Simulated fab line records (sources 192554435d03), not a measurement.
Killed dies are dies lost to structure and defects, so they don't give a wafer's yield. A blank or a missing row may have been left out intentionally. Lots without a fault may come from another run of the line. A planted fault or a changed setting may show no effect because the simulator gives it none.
Code-filled problem report in 8D (eight disciplines) form    flow n5Finfet    the parts of the form that need people (team, actions taken, sign-off) are left out

1. WHAT WENT WRONG
Mean of spinSpeedRpm at N5_BEOL_M0_SAQP_COAT_69: 1464.1 rpm across 9 wafers in 3 lots; on wafers with no fault it is 1500.0 rpm (standard deviation 0.9). That is -40 standard deviations from the usual mean.
The step: time 60 s, resist thk 90 nm.
Seen first at day 8 11:43 on lithoTrack-05, wafer L690.1. At this step, 15 wafers from 5 lots have a number in the record. Rule for "out", or "out of limits": more than 4 standard deviations from the usual mean. All remaining wafers that have a number are taken as sound.

2. WHAT IT IS, WHAT IT ISN'T
question                     is                      is not
which readings at this step  spinSpeedRpm            plateTempC
which lots                   L690, L693, L694        L687, L692
which wafers of those lots   all that have a number  -
read on which tools          lithoTrack-05           lithoTrack-02
when                         from day 8 11:43        up to then (3 sound wafers); but 3 sound wafers of L692 came after

3. WHAT RULES OUT EACH SUSPECT
Counting: a tool at any process step up to the reading remains a suspect when it ran all the lots that are out and ran no sound lot after the first of those.
- lithoTrack-05 at N5_BEOL_M0_SAQP_COAT_69 (time 60 s, resist thk 90 nm): kept. It ran every lot that is out, first L690 (day 8 11:43), and no sound lot after that; its last sound lot up to then is L687 (day 7 16:52). On those wafers its own readings are out: spinSpeedRpm.
Left after counting: lithoTrack-05 at N5_BEOL_M0_SAQP_COAT_69.

4. THE CAUSE (what the simulator had put in)
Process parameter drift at N5_BEOL_M0_SAQP_COAT_69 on lithoTrack-05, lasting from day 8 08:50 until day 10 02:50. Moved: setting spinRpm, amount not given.
Only this tool survived the counting.

5. THE EFFECT CHAIN, in route order
Each row: a reading where the mean over the struck wafers with a number is more than 3 standard deviations away from the usual. Readings are gone through only where the record gives a usual standard deviation; hours: the median, over the lots, of the time from a lot's start at the first step in this table giving one to that lot's start at this step; sigmas: the change measured in usual standard deviations.
hours  step                     reading       usual       on struck wafers  change  sigmas
0      N5_BEOL_M0_SAQP_COAT_69  spinSpeedRpm  1500.0 rpm  1464.1            -35.9   -40
Process steps it contains:
- N5_BEOL_M0_SAQP_COAT_69: time 60 s, resist thk 90 nm.
At these later measuring or inspecting steps, every struck wafer for which the step has a row has a number for every such reading, and none has moved that far: N5_BEOL_M4_RC_MEAS_101.

6. HOW IT WOULD HAVE BEEN CAUGHT EARLIER
In this record no reading fell out of limits until day 8 11:43, 3 hours after the fault had begun at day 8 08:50.
